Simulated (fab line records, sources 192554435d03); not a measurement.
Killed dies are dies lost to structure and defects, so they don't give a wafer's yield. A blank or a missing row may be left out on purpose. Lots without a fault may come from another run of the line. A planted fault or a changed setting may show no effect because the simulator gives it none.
Which tool did it? | flow n5_finfet | 10 lots, 29 wafers sampled, at 4 steps of a route of 1938

WHAT THE GAUGES READ, wafer by wafer
The record holds no reading of a measuring or inspecting step that can be judged against a usual standard deviation.

WHICH TOOL RAN EACH LOT (tool, then ch and the chambers of the sampled wafers, then the start)
lot  | N5_SDB_HM_OPEN_20                 | N5_SDB_STRIP_22                     | N5_SDB_ETCH_25                    | N5_SDB_CUT_ETCH_26
L306 | rie_diel-01 ch 0,1,3, day 3 23:01 | plasma_asher-02 ch 0, day 3 23:05   | rie_diel-04 ch 1,3, day 3 23:19   | rie_si-03 ch 0,1,2, day 3 23:24
L308 | rie_diel-01 ch 1,2, day 4 10:13   | plasma_asher-01 ch 0,1, day 4 10:17 | rie_diel-01 ch 0,2,3, day 4 10:31 | rie_si-01 ch 0,1,3, day 4 10:35
L309 | rie_diel-01 ch 1,2,3, day 4 18:48 | plasma_asher-01 ch 0,1, day 4 18:53 | rie_diel-04 ch 1,2,3, day 4 19:41 | rie_si-03 ch 0,2,3, day 4 19:46
L310 | rie_diel-05 ch 1,3, day 4 22:41   | plasma_asher-01 ch 0, day 4 22:48   | rie_diel-05 ch 2,3, day 4 22:59   | rie_si-03 ch 0,1, day 4 23:04
L311 | rie_diel-04 ch 0,1,3, day 5 03:55 | plasma_asher-02 ch 0,1, day 5 03:59 | rie_diel-01 ch 1,2,3, day 5 04:41 | rie_si-03 ch 0,2,3, day 5 04:46
L312 | rie_diel-04 ch 0,1, day 5 12:14   | plasma_asher-01 ch 0, day 5 12:19   | rie_diel-05 ch 0,2,3, day 5 12:39 | rie_si-01 ch 0,2,3, day 5 12:44
L316 | rie_diel-04 ch 2,3, day 6 11:11   | plasma_asher-02 ch 0, day 6 11:16   | rie_diel-05 ch 2,3, day 6 11:55   | rie_si-01 ch 0,2, day 6 12:01
L319 | rie_diel-04 ch 0,2, day 7 04:38   | plasma_asher-02 ch 0,1, day 7 04:43 | rie_diel-01 ch 2,3, day 7 04:56   | rie_si-04 ch 1,2,3, day 7 05:01
L321 | rie_diel-04 ch 0,2,3, day 7 17:30 | plasma_asher-02 ch 0,1, day 7 17:35 | rie_diel-05 ch 0,1, day 7 17:48   | rie_si-01 ch 0,2,3, day 7 17:53
L323 | rie_diel-01 ch 2,3, day 8 07:35   | plasma_asher-01 ch 0,1, day 8 07:40 | rie_diel-01 ch 0,1,3, day 8 07:54 | rie_si-04 ch 1,2, day 8 07:59
- N5_SDB_HM_OPEN_20: chemistry CH3F/O2, target SiNx, stops on poly-Si, target depth 24 nm.
- N5_SDB_STRIP_22: strips in N2/H2.
- N5_SDB_ETCH_25: etches SiO2 in C4F6/O2, target depth 10 nm, time 3.3 s.
- N5_SDB_CUT_ETCH_26: etches Si in HBr/Cl2/O2, target depth 129.6 nm, bt time 20 s, time 51.8 s.

WHAT THE TOOLS THEMSELVES READ (means of the sampled wafers that have a number; where no wafer has one, the mark that the record gives instead)
N5_SDB_HM_OPEN_20. Usual: CH3F_flow_sccm 29.99 sccm, standard deviation 0.088; drypump_motor_current_A 5.3 A, standard deviation 0.52; oes_f_703_au 0.72 a.u., standard deviation 0.072; oes_product_au 0.60 a.u., standard deviation 0.061; rf_vpp_V 299 V, standard deviation 10; showerhead_plenum_p_Torr 1.98 Torr, standard deviation 0.074; throttle_valve_pct 16.36 %, standard deviation 0.25.
lot  | tool        | CH3F_flow_sccm (sccm) | drypump_motor_current_A (A) | oes_f_703_au (a.u.) | oes_product_au (a.u.) | rf_vpp_V (V) | showerhead_plenum_p_Torr (Torr) | throttle_valve_pct (%) | flag
L306 | rie_diel-01 | 29.96                 | 4.8                         | 0.70                | 0.58                  | 300          | 2.01                            | 16.34                  |
L308 | rie_diel-01 | 30.10                 | 5.2                         | 0.73                | 0.60                  | 289          | 2.04                            | 16.43                  |
L309 | rie_diel-01 | 30.00                 | 5.3                         | 0.70                | 0.59                  | 292          | 2.00                            | 16.33                  |
L310 | rie_diel-05 | 30.05                 | 5.7                         | 0.77                | 0.65                  | 294          | 1.93                            | 16.40                  |
L311 | rie_diel-04 | 29.89                 | 5.2                         | 0.70                | 0.58                  | 306          | 1.98                            | 16.55                  |
L312 | rie_diel-04 | 29.97                 | 5.4                         | 0.68                | 0.57                  | 303          | 1.90                            | 16.43                  |
L316 | rie_diel-04 | 30.00                 | 5.0                         | 0.71                | 0.59                  | 306          | 2.03                            | 16.47                  |
L319 | rie_diel-04 | 29.97                 | 5.3                         | 0.72                | 0.59                  | 292          | 1.93                            | 16.32                  |
L321 | rie_diel-04 | 29.99                 | 5.2                         | 0.70                | 0.59                  | 302          | 1.99                            | 16.52                  |
L323 | rie_diel-01 | 30.06                 | 5.8                         | 0.65                | 0.56                  | 292          | 1.96                            | 16.40                  |

N5_SDB_STRIP_22. Usual: drypump_motor_current_A 5.4 A, standard deviation 0.39; heater_power_w 316 W, standard deviation 11; n2_flow_sccm 1750 sccm, standard deviation 4.9; oes_product_au 0.715 a.u., standard deviation 0.004; strip_time_to_endpoint_s 96.4 s, standard deviation 0.38.
lot  | tool            | drypump_motor_current_A (A) | heater_power_w (W) | n2_flow_sccm (sccm) | oes_product_au (a.u.) | strip_time_to_endpoint_s (s) | flag
L306 | plasma_asher-02 | 5.1                         | 332                | 1747                | 0.714                 | 96.4                         |
L308 | plasma_asher-01 | 5.5                         | 306                | 1752                | 0.713                 | 96.5                         |
L309 | plasma_asher-01 | 5.2                         | 313                | 1751                | 0.714                 | 96.7                         |
L310 | plasma_asher-01 | 5.8                         | 312                | 1751                | 0.718                 | 96.5                         |
L311 | plasma_asher-02 | 5.5                         | 320                | 1748                | 0.715                 | 96.5                         |
L312 | plasma_asher-01 | 5.8                         | 311                | 1746                | 0.715                 | 97.0                         |
L316 | plasma_asher-02 | 5.1                         | 333                | 1752                | 0.716                 | 96.4                         |
L319 | plasma_asher-02 | 5.3                         | 329                | 1750                | 0.713                 | 96.6                         |
L321 | plasma_asher-02 | 5.3                         | 327                | 1747                | 0.717                 | 96.1                         |
L323 | plasma_asher-01 | 5.2                         | 307                | 1752                | 0.714                 | 96.5                         |

N5_SDB_ETCH_25. Usual: bias_w 185.1 W, standard deviation 0.62; drypump_motor_current_A 5.3 A, standard deviation 0.56; oes_f_703_au 0.74 a.u., standard deviation 0.078; oes_product_au 0.74 a.u., standard deviation 0.083; rf_vpp_V 669 V, standard deviation 22; showerhead_plenum_p_Torr 2.82 Torr, standard deviation 0.097; throttle_valve_pct 21.14 %, standard deviation 0.29.
lot  | tool        | bias_w (W) | drypump_motor_current_A (A) | oes_f_703_au (a.u.) | oes_product_au (a.u.) | rf_vpp_V (V) | showerhead_plenum_p_Torr (Torr) | throttle_valve_pct (%) | flag
L306 | rie_diel-04 | 184.8      | 5.0                         | 0.69                | 0.72                  | 697          | 2.88                            | 21.34                  |
L308 | rie_diel-01 | 184.8      | 5.4                         | 0.67                | 0.69                  | 672          | 2.80                            | 21.09                  |
L309 | rie_diel-04 | 185.4      | 5.2                         | 0.71                | 0.71                  | 677          | 2.80                            | 21.12                  |
L310 | rie_diel-05 | 185.3      | 5.1                         | 0.82                | 0.82                  | 654          | 2.83                            | 21.02                  |
L311 | rie_diel-01 | 184.8      | 5.3                         | 0.71                | 0.70                  | 654          | 2.84                            | 21.10                  |
L312 | rie_diel-05 | 184.9      | 5.3                         | 0.77                | 0.76                  | 662          | 2.81                            | 21.02                  |
L316 | rie_diel-05 | 184.6      | 5.1                         | 0.82                | 0.83                  | 659          | 2.85                            | 20.97                  |
L319 | rie_diel-01 | 185.7      | 5.4                         | 0.67                | 0.67                  | 663          | 2.78                            | 20.93                  |
L321 | rie_diel-05 | 185.7      | 6.2                         | 0.86                | 0.89                  | 674          | 2.77                            | 20.88                  |
L323 | rie_diel-01 | 185.4      | 4.8                         | 0.78                | 0.78                  | 672          | 2.84                            | 21.10                  |

N5_SDB_CUT_ETCH_26. Usual: drypump_motor_current_A 5.9 A, standard deviation 0.33; oes_product_au 1.008 a.u., standard deviation 0.012; throttle_valve_pct 37.5 %, standard deviation 0.5.
lot  | tool      | drypump_motor_current_A (A) | oes_product_au (a.u.) | throttle_valve_pct (%) | flag
L306 | rie_si-03 | 6.0                         | 1.010                 | 37.2                   |
L308 | rie_si-01 | 5.8                         | 1.018                 | 37.7                   |
L309 | rie_si-03 | 6.0                         | 1.003                 | 37.5                   |
L310 | rie_si-03 | 6.0                         | 1.014                 | 37.4                   |
L311 | rie_si-03 | 6.0                         | 1.000                 | 37.5                   |
L312 | rie_si-01 | 6.1                         | 1.005                 | 37.7                   |
L316 | rie_si-01 | 6.4                         | 1.007                 | 37.4                   |
L319 | rie_si-04 | 5.6                         | 1.008                 | 37.2                   |
L321 | rie_si-01 | 6.0                         | 1.004                 | 37.8                   |
L323 | rie_si-04 | 5.4                         | 1.005                 | 37.3                   |

THE ANSWER, worked out from the rows above alone
Rule: a lot is off if the mean of its wafers that have a number lies more than 3 standard deviations from the usual mean. A lot without any number at a reading at which 4 lots or more have one is off too. The other lots that the step has rows for count as sound. The gauges are gone through in route order, then the tools' own readings, and for those a lot's mean is taken as printed above. The first step at which some lot is off is used, and at that step the reading that is off furthest; a lot without a number counts as furthest.
No lot is off at any reading shown: from this, nothing can be told.

WHAT THE SIMULATOR HAD PUT IN
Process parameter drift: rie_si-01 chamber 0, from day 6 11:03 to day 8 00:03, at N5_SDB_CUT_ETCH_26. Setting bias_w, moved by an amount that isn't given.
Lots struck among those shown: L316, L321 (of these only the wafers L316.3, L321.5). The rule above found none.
